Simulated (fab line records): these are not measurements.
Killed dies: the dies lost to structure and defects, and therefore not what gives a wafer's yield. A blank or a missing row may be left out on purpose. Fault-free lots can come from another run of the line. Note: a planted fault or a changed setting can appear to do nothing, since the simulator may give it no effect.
Chamber matching | flow nand harc | NHARC_P_M0_STRIP_18 on rie diel-12: 4 sister chambers
The step strips in N2/H2. 7 wafers are shown with their chamber, then 7 later ones without.

== WAFERS, EACH WITH ITS CHAMBER ==
wafer  | chamber | drypump motor current A (A) | showerhead plenum p Torr (Torr)
L354.2 | 1       | 6.4                         | 1.98
L354.5 | 1       | 6.4                         | 1.97
L367.1 | 2       | 5.2                         | 2.05
L367.4 | 0       | 5.6                         | 1.89
L367.6 | 2       | 5.2                         | 2.05
L368.1 | 3       | 6.4                         | 2.02
L368.3 | 0       | 5.7                         | 1.89

== WAFERS WITH NO CHAMBER GIVEN ==
wafer  | drypump motor current A (A) | showerhead plenum p Torr (Torr)
L368.4 | 6.4                         | 1.97
L369.1 | 5.2                         | 2.05
L369.4 | 5.6                         | 1.89
L369.5 | 5.6                         | 1.89
L371.2 | 6.4                         | 2.02
L371.4 | 6.4                         | 1.97
L371.5 | 6.4                         | 2.02

== EACH ONE'S CHAMBER ==
wafer  | from the rows above | in truth
L368.4 | 1                   | 1
L369.1 | 2                   | 2
L369.4 | 0                   | 0
L369.5 | 0                   | 0
L371.2 | 3                   | 3
L371.4 | 1                   | 1
L371.5 | 3                   | 3
Correctly placed: 7 of 7. Left unplaced by these rows: 0. Wrongly placed: 0.
How it was worked out, from the rows above alone: a wafer's distance from a chamber is the root of the sum, over the readings, of the square of ((its reading less the chamber's mean) divided by the reading's scatter). The wafer belongs to the nearest chamber; if the next one is less than 2 further off, it can't be placed. A chamber's mean is the mean of its shown wafers. The scatter is the square root of a quotient: the sum, over the shown wafers, of each reading's squared deviation from its chamber's mean, divided by wafers minus chambers.
